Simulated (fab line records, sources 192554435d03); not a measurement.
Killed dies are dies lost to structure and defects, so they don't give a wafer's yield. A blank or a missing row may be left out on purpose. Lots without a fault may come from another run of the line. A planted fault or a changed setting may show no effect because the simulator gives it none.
fab line records | flow n5_finfet
record lots=11 wafers=33 last_day=19
route steps=1938 shown BEOL_M13@1659 PASSIVATION@1936
lots that met no fault: from a run of the same line without faults
start_h: hours from the record's first day to the start of the lot's first wafer shown | wait_h: hours since the lot's step before | " the same as in the row above | L1.1+2: a row that stands for several wafers | - no value, or no start given | * or withheld: withheld | < > ~ a bound
route shown NAME@n: a module of which the file shows steps, and the number in the route of the first | usual: mean/standard deviation of fault-free wafers | same: alike in all rows | chamber/n: place in a boat | sites: the reading at each site | _std_site: their standard deviation | _edge_site: outer sites' mean less inner sites' | radius_mm: how far each site lies from the wafer's centre | mask NAME#n: copy n | behind: the tool/chamber that last shaped the wafer | hold: why the lot was held/for how many hours/how that ended | device: the transistor (n, p or np) that didn't switch | end of line: the same wafers' tests at the end of the route | a step without rows: its recipe alone | killed: dies lost to structure and defects at the first sort, not the wafer's yield | map: a wafer's dies, x killed, . not, _ none there
set.NAME: the setting as run; set.NAME@STEP: as run at that earlier step | model.NAME: the simulator's own value behind a step, which no gauge read
steps of the route over a sample of lots; a table a step, a row a wafer
services: from which hour (start_h, from the record's first day; less than 0 if before it) a tool's chamber was out of use, for how many hours, and why
## steps
# step N5_BEOL_M13_ILD_DEP_00
# recipe material=SiOC target_thk_a=8379.2 temp_c=350 precursor=DEMS/O2 pressure_torr=5 rf_w=500 time_s=166.4
# usual heater_power_w=497/73 showerhead_plenum_p_Torr=5.689/0.013 throttle_valve_pct=12.0/0.57
# columns lot.wafer tool chamber start_h wait_h heater_power_w showerhead_plenum_p_Torr throttle_valve_pct
L409.1 pecvd-02 2 263.98 0.0 490 5.695 11.6
L409.2 " 1 " " 560 5.698 11.8
L409.6 " 0 " " 351 5.677 11.6
L410.3 pecvd-03 1 280.18 0.0 589 5.686 12.8
L410.4 " 0 " " 548 5.678 12.7
L410.6 " 2 " " 544 5.697 11.0
L412.2 pecvd-01 2 300.38 0.0 452 5.664 12.2
L412.3 " 2 " " 458 5.702 12.3
L412.6 " 0 " " 512 5.685 12.3
L414.1 pecvd-01 1 315.51 0.0 463 5.713 11.6
L414.4 " 1 " " 360 5.712 11.4
L414.5 " 2 " " 434 5.696 12.2
L422.1 pecvd-01 2 365.59 0.0 452 5.685 12.4
L422.4 " 1 " " 436 5.711 11.5
L422.5 " 2 " " 468 5.683 12.4
L423.1 pecvd-03 0 368.77 0.0 595 5.703 13.1
L423.3 " 1 " " 556 5.684 12.7
L423.6 " 2 " " 540 5.697 11.3
L425.4 pecvd-01 1 377.36 0.1 429 5.708 11.6
L425.5 " 0 " " 504 5.682 12.1
L425.6 " 1 " " 466 5.703 11.5
L427.2 pecvd-03 1 383.85 0.0 584 5.679 12.6
L427.4 " 0 " " 611 5.690 12.7
L427.6 " 1 " " 597 5.662 12.4
L431.2 pecvd-01 2 391.36 0.0 449 5.684 12.1
L431.4 " 1 " " 455 5.708 11.4
L431.6 " 0 " " 512 5.679 12.1
L428.4 pecvd-02 0 402.71 0.1 289 5.675 11.7
L428.5 " 2 " " 483 5.687 11.8
L428.6 " 1 " " 478 5.710 11.7
L429.1 pecvd-03 2 413.92 0.0 542 5.698 11.8
L429.2 " 0 " " 544 5.688 13.0
L429.4 " 1 " " 488 5.688 12.7
# step N5_BEOL_M13_INSPECT_12
# recipe mode=adi inspect_instrument=macro
# usual raw_defect_count=2.3/1.5
# columns lot.wafer tool chamber start_h wait_h raw_defect_count
L409.1 defect_inspect-02 - 264.62 0.0 1
L409.2 " - " " 0
L409.6 " - " " 5
L410.3 defect_inspect-02 - 280.69 0.0 4
L410.4 " - " " 2
L410.6 " - " " 1
L412.2 defect_inspect-02 - 301.07 0.0 2
L412.3 " - " " 0
L412.6 " - " " 1
L414.1 defect_inspect-02 - 316.02 0.0 3
L414.4 " - " " 1
L414.5 " - " " 2
L422.1 defect_inspect-01 - 366.10 0.0 2
L422.4 " - " " 5
L422.5 " - " " 4
L423.1 defect_inspect-01 - 369.28 0.0 1
L423.3 " - " " 2
L423.6 " - " " 0
L425.4 defect_inspect-02 - 377.87 0.0 2
L425.5 " - " " 3
L425.6 " - " " 1
L427.2 defect_inspect-02 - 384.48 0.0 2
L427.4 " - " " 1
L427.6 " - " " 3
L431.2 defect_inspect-01 - 391.87 0.0 2
L431.4 " - " " 3
L431.6 " - " " 3
L428.4 defect_inspect-02 - 403.29 0.0 1
L428.5 " - " " 2
L428.6 " - " " 3
L429.1 defect_inspect-02 - 414.43 0.0 3
L429.2 " - " " 2
L429.4 " - " " 6
# step N5_BEOL_M13_COAT_66
# recipe resist=SiARC temp_c=220 time_s=60 spin_rpm=1500 resist_thk_nm=110
# usual spin_speed_rpm=1500.0/0.96
# columns lot.wafer tool chamber start_h wait_h spin_speed_rpm
L409.1 litho_track-05 0 265.37 - 1500.0
L409.2 " 0 " " 1499.4
L409.6 " 0 " " 1499.3
L410.3 litho_track-05 0 281.29 - 1501.3
L410.4 " 0 " " 1500.5
L410.6 " 0 " " 1498.8
L412.2 litho_track-01 0 301.83 - 1498.7
L412.3 " 0 " " 1498.4
L412.6 " 0 " " 1500.4
L414.1 litho_track-01 0 317.20 - 1500.4
L414.4 " 0 " " 1498.7
L414.5 " 0 " " 1500.3
L422.1 litho_track-05 0 366.83 - 1675.4
L422.4 " 0 " " 1675.5
L422.5 " 0 " " 1674.6
L423.1 litho_track-05 0 369.93 - 1672.9
L423.3 " 0 " " 1673.0
L423.6 " 0 " " 1674.5
L425.4 litho_track-01 0 378.63 - 1500.4
L425.5 " 0 " " 1499.9
L425.6 " 0 " " 1501.1
L427.2 litho_track-03 0 385.14 - 1498.2
L427.4 " 0 " " 1497.6
L427.6 " 0 " " 1498.9
L431.2 litho_track-03 0 392.48 - 1500.1
L431.4 " 0 " " 1498.7
L431.6 " 0 " " 1500.0
L428.4 litho_track-03 0 404.31 - 1500.8
L428.5 " 0 " " 1500.5
L428.6 " 0 " " 1501.0
L429.1 litho_track-03 0 415.03 - 1500.5
L429.2 " 0 " " 1499.5
L429.4 " 0 " " 1500.1
# step N5_BEOL_M13_DESCUM_33
# recipe chemistry=O2 time_s=7.9 source_power_w=50 bias_power_w=20 pressure_mtorr=20 rf_frequency_hz=2.712e+07 temp_c=40 o2_flow_sccm=225
# usual drypump_motor_current_A=5.5/0.38 oes_product_au=0.81/0.078 rf_vpp_V=243.0/1.1 showerhead_plenum_p_Torr=2.08/0.053 throttle_valve_pct=20.36/0.26
# columns lot.wafer tool chamber start_h wait_h drypump_motor_current_A oes_product_au rf_hours_counter_h rf_vpp_V showerhead_plenum_p_Torr throttle_valve_pct
L409.1 rie_diel-06 2 265.92 0.2 5.3 0.81 81 243.5 2.13 20.18
L409.2 " 3 " " 4.9 0.71 209 244.3 2.04 20.40
L409.6 " 3 " " 4.9 0.71 - 242.7 2.04 20.41
L410.3 rie_diel-06 3 281.67 0.0 4.9 0.71 214 243.7 2.04 20.41
L410.4 " 1 " " 5.8 0.95 - 241.1 2.04 19.90
L410.6 " 2 " " 5.3 0.82 - 244.2 2.13 20.21
L412.2 rie_diel-06 2 302.20 0.0 5.3 0.80 92 244.1 2.13 20.20
L412.3 " 3 " " 4.9 0.68 221 242.7 2.04 20.41
L412.6 " 1 " " 5.8 0.92 - 243.0 2.04 19.91
L414.1 rie_diel-01 2 317.97 0.4 5.1 0.80 112 244.5 2.08 20.39
L414.4 " 0 " " 6.4 0.85 49 241.0 2.04 20.02
L414.5 " 1 " " 5.7 0.73 - 245.1 2.17 20.60
L422.1 rie_diel-01 1 367.33 0.0 5.8 0.72 212 243.8 2.16 20.61
L422.4 " 2 " " 5.1 0.79 129 242.1 2.08 20.39
L422.5 " 1 " " 5.8 0.72 - 242.9 2.16 20.61
L423.1 rie_diel-06 1 370.39 0.1 5.8 0.88 34 240.9 2.03 19.93
L423.3 " 0 " " 5.5 0.69 234 241.9 1.98 20.97
L423.6 " 2 " " 5.4 0.78 - 242.9 2.12 20.24
L425.4 rie_diel-06 0 379.13 0.0 5.5 0.69 237 240.9 1.98 20.96
L425.5 " 2 " " 5.4 0.78 - 244.6 2.12 20.24
L425.6 " 1 " " 5.7 0.88 - 242.9 2.03 19.93
L427.2 rie_diel-06 1 385.64 0.0 5.8 0.88 40 241.7 2.03 19.94
L427.4 " 3 " " 4.9 0.67 - 242.0 2.03 20.45
L427.6 " 0 " " 5.5 0.69 - 241.3 1.98 20.96
L431.2 rie_diel-04 0 392.86 0.0 5.3 0.84 47 244.5 2.12 20.57
L431.4 " 3 " " 5.1 0.80 - 242.3 2.03 20.42
L431.6 " 0 " " 5.3 0.85 - 242.5 2.12 20.55
L428.4 rie_diel-04 2 404.81 0.0 5.6 0.72 177 242.2 1.98 20.32
L428.5 " 1 " " 5.6 0.85 - 243.7 2.12 20.55
L428.6 " 2 " " 5.6 0.72 - 243.2 1.98 20.33
L429.1 rie_diel-06 2 415.41 0.0 5.3 0.77 124 244.8 2.11 20.27
L429.2 " 0 " " 5.5 0.68 250 240.5 1.97 20.98
L429.4 " 1 " " 5.7 0.86 50 241.2 2.03 19.96
# step N5_PASSIVATION_PROBE_49
# usual defect_limited_yield=91.0/1.4 killed_at_M0_to_M3=34/10 killed_at_M4_up=15/5.5 killed_at_contacts=12/6.1 killed_at_front_end=41/12 killed_at_other=4/3.4 killed_dies=106/17 killed_open=70/13 killed_short=34/7.4 sort_bin_5_function=5.3/1 sort_bin_6_memory=3.4/0.69 sort_bin_8_speed=0.03/0.22 sort_n_pass=1073/17 sort_yield_pct=91.0/1.4
# same gross_dies=1180 killed_at_back_side=0 sort_bin_4_leakage[%]=0
# columns lot.wafer tool chamber start_h wait_h defect_limited_yield[%] killed_at_M0_to_M3 killed_at_M4_up killed_at_contacts killed_at_front_end killed_at_other killed_dies killed_open killed_short sort_bin_5_function[%] sort_bin_6_memory[%] sort_bin_8_speed[%] sort_n_pass sort_yield_pct[%]
L409.1 prober-02 - 295.21 0.0 89.6 44 21 10 43 5 123 75 48 6.2 3.9 0 1057 89.6
L409.2 prober-02 - 295.26 0.1 88.9 59 14 22 33 3 131 86 44 6.7 4.1 0 1049 88.9
L409.6 prober-02 - 295.46 0.3 89.9 51 20 2 43 3 119 84 34 5.5 4.1 0 1061 89.9
L410.3 prober-01 - 309.24 0.1 90.8 47 24 11 24 2 108 77 27 4.5 4.4 0 1072 90.8
L410.4 prober-01 - 309.29 0.2 90.7 37 15 14 44 0 110 76 27 5.3 3.9 0 1070 90.7
L410.6 prober-01 - 309.39 0.3 92.2 29 11 7 43 2 92 63 28 4.4 3.2 0 1088 92.2
L412.2 prober-01 - 333.96 0.1 88.2 33 24 9 69 4 139 95 43 6.7 4.7 0 1041 88.2
L412.3 prober-01 - 334.01 0.1 91.4 25 20 10 45 2 102 66 36 4.9 3.6 0 1078 91.4
L412.6 prober-01 - 334.16 0.3 91.0 26 16 16 42 6 106 66 40 4.8 3.6 0 1074 91.0
L414.1 prober-01 - 351.21 0.0 90.4 38 14 11 49 1 113 82 30 5.4 4.0 0 1067 90.4
L414.4 prober-01 - 351.36 0.2 91.7 31 17 5 43 2 98 69 25 5.3 2.5 0 1082 91.7
L414.5 prober-01 - 351.41 0.2 90.8 23 24 17 39 6 109 74 32 5.6 3.4 0 1071 90.8
L422.1 prober-01 - 408.83 0.0 90.3 28 19 22 34 11 114 79 33 5.9 3.5 0 1066 90.3
L422.4 prober-01 - 408.98 0.2 94.2 19 17 7 20 6 69 37 29 2.7 3.0 0 1111 94.2
L422.5 prober-01 - 409.03 0.2 93.6 31 12 6 19 7 75 48 25 4.2 2.0 0 1105 93.6
L423.1 prober-02 - 413.55 0.0 90.7 42 11 6 45 6 110 71 38 5.9 3.1 0 1070 90.7
L423.3 prober-02 - 413.65 0.1 90.8 26 16 11 52 3 108 70 31 5.0 3.3 0 1072 90.8
L423.6 prober-02 - 413.80 0.3 92.1 45 4 8 30 6 93 61 32 3.7 3.9 0.17 1085 91.9
L425.4 prober-01 - 419.73 0.2 92.8 23 10 9 36 7 85 57 26 5.1 1.9 0 1095 92.8
L425.5 prober-01 - 419.78 0.2 88.9 31 13 16 57 14 131 82 48 6.8 3.8 0 1049 88.9
L425.6 prober-01 - 419.83 0.3 90.8 42 10 10 43 3 108 66 42 6.0 2.6 0 1072 90.8
L427.2 prober-02 - 426.35 0.1 89.1 41 14 14 55 5 129 95 30 6.4 4.1 0 1051 89.1
L427.4 prober-02 - 426.45 0.2 89.5 17 23 16 64 4 124 92 31 6.9 3.5 0 1056 89.5
L427.6 prober-02 - 426.55 0.3 89.6 30 20 7 61 5 123 83 36 5.5 4.5 0 1057 89.6
L428.4 prober-02 - 436.17 0.2 91.3 33 16 13 39 2 103 69 32 3.6 4.7 0 1077 91.3
L428.5 prober-02 - 436.22 0.2 90.7 26 17 8 57 2 110 64 46 5.2 3.6 0 1070 90.7
L428.6 prober-02 - 436.27 0.3 90.2 37 18 8 51 2 116 74 41 6.1 3.3 0.08 1063 90.1
L431.2 prober-02 - 436.70 0.1 90.2 45 9 24 31 7 116 81 32 5.6 3.6 0 1064 90.2
L431.4 prober-02 - 436.80 0.2 92.1 25 15 14 31 8 93 58 31 3.0 4.2 0 1087 92.1
L431.6 prober-02 - 436.90 0.3 93.7 25 7 10 28 4 74 46 22 3.2 2.6 0.08 1106 93.7
L429.1 prober-01 - 448.16 0.0 93.2 24 11 11 24 10 80 57 23 3.6 3.0 0 1100 93.2
L429.2 prober-01 - 448.21 0.1 93.8 21 7 9 31 5 73 48 22 3.6 2.4 0 1107 93.8
L429.4 prober-01 - 448.31 0.2 91.7 29 12 13 41 3 98 67 29 5.3 3.0 0 1082 91.7
# killed by level:class
L409.1 BEOL_M0_SAQP:geometric_particle:open=18 BEOL_M0_SAQP:geometric_particle:short=15 DUMMY_GATE:geometric_particle:open=9 MOL_CONTACT_COAG:geometric_particle:open=8 FIN_SAQP:geometric_particle:short=7 STI_FIN_REVEAL:geometric_particle:open=7 BEOL_M4:geometric_particle:open=7 BEOL_M1:geometric_particle:open=6
L409.2 MOL_CONTACT_COAG:geometric_particle:open=19 BEOL_M0_SAQP:geometric_particle:short=18 BEOL_M0_SAQP:geometric_particle:open=13 STI_FIN_REVEAL:geometric_particle:open=9 BEOL_M1:geometric_particle:open=8 BEOL_M2:geometric_particle:open=7 BEOL_M3:geometric_particle:open=5 DUMMY_GATE:geometric_particle:open=4
L409.6 STI_FIN_REVEAL:geometric_particle:open=19 BEOL_M2:geometric_particle:open=11 DUMMY_GATE:geometric_particle:open=10 BEOL_M0_SAQP:geometric_particle:short=9 BEOL_M1:geometric_particle:short=7 BEOL_M3:geometric_particle:open=7 BEOL_M4:geometric_particle:open=7 BEOL_M0_SAQP:geometric_particle:open=6
L410.3 BEOL_M2:geometric_particle:open=16 BEOL_M4:geometric_particle:open=16 BEOL_M0_SAQP:geometric_particle:short=9 MOL_CONTACT_COAG:geometric_particle:open=8 BEOL_M0_SAQP:geometric_particle:open=6 BEOL_M1:geometric_particle:open=6 FIN_SAQP:geometric_particle:open=5 FIN_SAQP:geometric_particle:short=4
L410.4 STI_FIN_REVEAL:geometric_particle:open=23 BEOL_M0_SAQP:geometric_particle:open=10 BEOL_M2:geometric_particle:open=10 MOL_CONTACT_COAG:geometric_particle:open=8 STI_FIN_REVEAL:geometric_particle:short=6 MOL_CONTACT_COAG:geometric_particle:short=6 BEOL_M3:geometric_particle:open=6 FIN_SAQP:geometric_particle:short=4
L410.6 STI_FIN_REVEAL:geometric_particle:open=22 BEOL_M2:geometric_particle:open=10 FIN_SAQP:geometric_particle:short=7 STI_FIN_REVEAL:geometric_particle:short=6 MOL_CONTACT_COAG:geometric_particle:open=6 BEOL_M0_SAQP:geometric_particle:short=4 BEOL_M1:geometric_particle:open=4 BEOL_M3:geometric_particle:open=4
L412.2 STI_FIN_REVEAL:geometric_particle:open=17 FIN_SAQP:geometric_particle:open=14 BEOL_M4:geometric_particle:open=14 FIN_SAQP:geometric_particle:short=13 BEOL_M3:geometric_particle:open=9 MOL_CONTACT_COAG:geometric_particle:open=8 BEOL_M0_SAQP:geometric_particle:open=6 BEOL_M1:geometric_particle:open=6
L412.3 STI_FIN_REVEAL:geometric_particle:open=17 BEOL_M4:geometric_particle:open=11 BEOL_M3:geometric_particle:open=7 MOL_CONTACT_COAG:geometric_particle:short=6 FIN_SAQP:geometric_particle:open=5 ILD0:geometric_particle:short=5 BEOL_M0_SAQP:geometric_particle:short=5 MOL_CONTACT_COAG:geometric_particle:open=4
L412.6 MOL_CONTACT_COAG:geometric_particle:open=15 BEOL_M4:geometric_particle:open=10 BEOL_M3:geometric_particle:open=9 FIN_SAQP:geometric_particle:open=7 FIN_SAQP:geometric_particle:short=6 BEOL_M0_SAQP:geometric_particle:short=6 STI_FIN_REVEAL:geometric_particle:open=5 GATE_CUT:geometric_particle:short=5
L414.1 FIN_SAQP:geometric_particle:open=15 STI_FIN_REVEAL:geometric_particle:open=12 BEOL_M0_SAQP:geometric_particle:short=12 BEOL_M0_SAQP:geometric_particle:open=10 MOL_CONTACT_COAG:geometric_particle:open=8 BEOL_M3:geometric_particle:open=7 GATE_CUT:geometric_particle:short=6 BEOL_M4:geometric_particle:open=6
L414.4 STI_FIN_REVEAL:geometric_particle:open=11 BEOL_M0_SAQP:geometric_particle:open=11 FIN_SAQP:geometric_particle:open=9 BEOL_M0:geometric_particle:open=6 BEOL_M4:geometric_particle:open=5 STARTING-WAFER:geometric_particle:open=5 FIN_SAQP:geometric_particle:short=4 STI_FIN_REVEAL:geometric_particle:short=4
L414.5 MOL_CONTACT_COAG:geometric_particle:open=13 STI_FIN_REVEAL:geometric_particle:open=12 BEOL_M4:geometric_particle:open=12 BEOL_M0_SAQP:geometric_particle:short=9 STI_FIN_REVEAL:geometric_particle:short=5 PASS1_CAP:geometric_particle:open=5 DUMMY_GATE:geometric_particle:open=5 GATE_CUT:geometric_particle:short=5
L422.1 MOL_CONTACT_COAG:geometric_particle:open=16 BEOL_M2:geometric_particle:open=10 BEOL_M4:geometric_particle:open=7 BEOL_M3:geometric_particle:open=7 MOL_CONTACT_COAG:geometric_particle:short=6 BEOL_M1:geometric_particle:open=6 FIN_SAQP:geometric_particle:open=5 FIN_SAQP:geometric_particle:short=5
L422.4 MOL_CONTACT_COAG:geometric_particle:open=7 BEOL_M4:geometric_particle:open=7 BEOL_M0_SAQP:geometric_particle:short=6 FIN_SAQP:geometric_particle:short=5 BEOL_M2:geometric_particle:open=4 STARTING-WAFER:geometric_particle:short=4 GATE_CUT:geometric_particle:short=3 BEOL_M0_SAQP:geometric_particle:open=3
L422.5 BEOL_M2:geometric_particle:open=12 BEOL_M3:geometric_particle:open=6 BEOL_M2:geometric_particle:short=4 BEOL_M5:geometric_particle:open=4 STARTING-WAFER:geometric_particle:open=4 FIN_SAQP:geometric_particle:open=3 MOL_CONTACT_COAG:geometric_particle:short=3 MOL_CONTACT_COAG:geometric_particle:open=3
L423.1 BEOL_M1:geometric_particle:open=14 STI_FIN_REVEAL:geometric_particle:open=13 GATE_CUT:geometric_particle:short=10 DUMMY_GATE:geometric_particle:open=8 BEOL_M3:geometric_particle:open=6 DUMMY_GATE:geometric_particle:short=5 BEOL_M0_SAQP:geometric_particle:short=5 BEOL_M0_SAQP:geometric_particle:open=5
L423.3 MOL_CONTACT_COAG:geometric_particle:open=10 FIN_SAQP:geometric_particle:short=9 FIN_SAQP:geometric_particle:open=8 BEOL_M2:geometric_particle:open=8 BEOL_M3:geometric_particle:open=6 HKMG_FIN:area_etch=6 GATE_CUT:geometric_particle:open=5 BEOL_M4:geometric_particle:open=5
L423.6 STI_FIN_REVEAL:geometric_particle:open=10 BEOL_M0_SAQP:geometric_particle:short=8 BEOL_M2:geometric_particle:open=8 MOL_CONTACT_COAG:geometric_particle:open=7 BEOL_M1:geometric_particle:open=7 FIN_SAQP:geometric_particle:short=5 STI_FIN_REVEAL:geometric_particle:short=5 BEOL_M0_SAQP:geometric_particle:open=5
L425.4 STI_FIN_REVEAL:geometric_particle:open=10 MOL_CONTACT_COAG:geometric_particle:open=8 GATE_CUT:geometric_particle:short=7 BEOL_M0_SAQP:geometric_particle:open=5 DUMMY_GATE:geometric_particle:open=4 BEOL_M0_SAQP:geometric_particle:short=4 BEOL_M3:geometric_particle:open=4 BEOL_M4:geometric_particle:open=4
L425.5 MOL_CONTACT_COAG:geometric_particle:open=15 STI_FIN_REVEAL:geometric_particle:open=11 STI_FIN_REVEAL:geometric_particle:short=10 GATE_CUT:geometric_particle:short=9 BEOL_M1:geometric_particle:open=9 BEOL_M2:geometric_particle:open=6 FIN_SAQP:geometric_particle:short=5 FIN_SAQP:geometric_particle:open=5
L425.6 BEOL_M0_SAQP:geometric_particle:short=13 FIN_SAQP:geometric_particle:short=10 BEOL_M2:geometric_particle:open=10 MOL_CONTACT_COAG:geometric_particle:open=10 BEOL_M0_SAQP:geometric_particle:open=7 FIN_SAQP:geometric_particle:open=6 STI_FIN_REVEAL:geometric_particle:open=5 DUMMY_GATE:geometric_particle:open=5
L427.2 STI_FIN_REVEAL:geometric_particle:open=25 BEOL_M1:geometric_particle:open=17 MOL_CONTACT_COAG:geometric_particle:open=11 FIN_SAQP:geometric_particle:short=6 BEOL_M0_SAQP:geometric_particle:short=6 BEOL_M4:geometric_particle:open=6 FIN_SAQP:geometric_particle:open=5 BEOL_M1:geometric_particle:short=4
L427.4 STI_FIN_REVEAL:geometric_particle:open=25 BEOL_M4:geometric_particle:open=14 MOL_CONTACT_COAG:geometric_particle:open=11 FIN_SAQP:geometric_particle:open=8 FIN_SAQP:geometric_particle:short=7 BEOL_M1:geometric_particle:open=6 DUMMY_GATE:geometric_particle:open=5 MOL_CONTACT_COAG:geometric_particle:short=5
L427.6 FIN_SAQP:geometric_particle:short=14 STI_FIN_REVEAL:geometric_particle:open=13 FIN_SAQP:geometric_particle:open=11 BEOL_M3:geometric_particle:open=11 MOL_CONTACT_COAG:geometric_particle:open=6 BEOL_M4:geometric_particle:open=5 BEOL_M5:geometric_particle:open=5 BEOL_M2:geometric_particle:open=5
L428.4 BEOL_M0_SAQP:geometric_particle:open=15 MOL_CONTACT_COAG:geometric_particle:open=10 FIN_SAQP:geometric_particle:open=9 BEOL_M0_SAQP:geometric_particle:short=8 FIN_SAQP:geometric_particle:short=7 BEOL_M4:geometric_particle:open=6 STI_FIN_REVEAL:geometric_particle:open=5 DUMMY_GATE:geometric_particle:open=4
L428.5 FIN_SAQP:geometric_particle:open=12 BEOL_M0_SAQP:geometric_particle:short=9 FIN_SAQP:geometric_particle:short=8 STI_FIN_REVEAL:geometric_particle:open=7 GATE_CUT:geometric_particle:short=7 DUMMY_GATE:geometric_particle:open=6 MOL_CONTACT_COAG:geometric_particle:open=5 BEOL_M4:geometric_particle:open=5
L428.6 STI_FIN_REVEAL:geometric_particle:open=13 FIN_SAQP:geometric_particle:open=12 BEOL_M0_SAQP:geometric_particle:short=11 FIN_SAQP:geometric_particle:short=8 BEOL_M0_SAQP:geometric_particle:open=8 MOL_CONTACT_COAG:geometric_particle:open=6 DUMMY_GATE:geometric_particle:open=5 DUMMY_GATE:geometric_particle:short=5
L431.2 MOL_CONTACT_COAG:geometric_particle:open=19 BEOL_M0_SAQP:geometric_particle:open=12 BEOL_M0_SAQP:geometric_particle:short=10 BEOL_M1:geometric_particle:open=9 BEOL_M2:geometric_particle:open=8 FIN_SAQP:geometric_particle:open=7 STI_FIN_REVEAL:geometric_particle:open=5 MOL_CONTACT_COAG:geometric_particle:short=5
L431.4 MOL_CONTACT_COAG:geometric_particle:open=11 BEOL_M2:geometric_particle:open=9 BEOL_M0_SAQP:geometric_particle:open=8 BEOL_M4:geometric_particle:open=8 FIN_SAQP:geometric_particle:open=7 GATE_CUT:geometric_particle:short=4 BEOL_M0_SAQP:geometric_particle:short=4 PAD_METAL:geometric_particle:short=4
L431.6 MOL_CONTACT_COAG:geometric_particle:open=9 BEOL_M1:geometric_particle:open=7 BEOL_M0_SAQP:geometric_particle:short=5 DUMMY_GATE:geometric_particle:open=4 BEOL_M0_SAQP:geometric_particle:open=3 BEOL_M2:geometric_particle:open=3 BEOL_M3:geometric_particle:open=3 BEOL_M5:geometric_particle:open=3
L429.1 FIN_SAQP:geometric_particle:short=9 FIN_SAQP:geometric_particle:open=9 MOL_CONTACT_COAG:geometric_particle:open=7 BEOL_M3:geometric_particle:open=7 MOL_CONTACT_COAG:geometric_particle:short=4 BEOL_M1:geometric_particle:open=4 STI_FIN_REVEAL:geometric_particle:open=3 BEOL_M0_SAQP:geometric_particle:open=3
L429.2 FIN_SAQP:geometric_particle:open=9 MOL_CONTACT_COAG:geometric_particle:open=8 FIN_SAQP:geometric_particle:short=7 BEOL_M1:geometric_particle:open=5 BEOL_M3:geometric_particle:open=5 STI_FIN_REVEAL:geometric_particle:open=4 PAD_METAL:geometric_particle:open=4 BEOL_M0:geometric_particle:open=3
L429.4 FIN_SAQP:geometric_particle:open=21 MOL_CONTACT_COAG:geometric_particle:open=11 FIN_SAQP:geometric_particle:short=10 BEOL_M2:geometric_particle:open=6 BEOL_M0_SAQP:geometric_particle:open=5 BEOL_M3:geometric_particle:open=4 BEOL_M4:geometric_particle:open=4 STI_FIN_REVEAL:geometric_particle:open=3
## services
# columns tool chamber start_h hours kind
pecvd-01 1 258.34 2.1 scheduled_down
rie_diel-04 2 263.90 132.0 repair
rie_diel-06 0 275.74 19.4 repair
litho_track-03 - 284.29 - consumable_replace:filter
pecvd-01 1 296.34 4.4 repair
rie_diel-04 0 299.51 10.4 repair
pecvd-01 - 326.67 1.6 repair
pecvd-03 - 332.55 0.9 repair
pecvd-03 - 334.37 1.9 repair
rie_diel-04 - 346.82 2.8 pm
rie_diel-06 1 355.26 8.1 repair
pecvd-03 2 356.17 2.1 scheduled_down
rie_diel-04 0 361.54 4.1 repair
pecvd-01 0 362.85 2.1 scheduled_down
pecvd-01 2 376.68 5.5 scheduled_down
rie_diel-06 2 379.93 9.8 repair
rie_diel-06 3 391.55 - clean
rie_diel-06 3 391.55 - consumable_replace:focus_ring
rie_diel-06 3 391.55 23.5 scheduled_down
rie_diel-06 3 391.55 23.5 vent_cycle
rie_diel-04 1 394.79 8.6 repair
rie_diel-01 1 400.75 35.2 repair
rie_diel-04 3 409.51 2.2 repair
pecvd-02 - 414.00 1.2 repair
## key
first_sign step=N5_BEOL_M13_COAT_66 reading=spin_speed_rpm direction=up sigmas=99+ usual=* struck=*
effect none on later readings
met_at N5_BEOL_M13_COAT_66
struck_lots L422,L423
not_acting_at N5_BEOL_M13_ILD_DEP_00,N5_BEOL_M13_INSPECT_12,N5_BEOL_M13_DESCUM_33
onset_between 281.29 366.83
fault kind=process_parameter_drift tool=litho_track-05 chamber=- onset_h=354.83 steps=N5_BEOL_M13_COAT_66 channel=spin_rpm offset=* shape=step end_h=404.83 acts_in=* stated=*
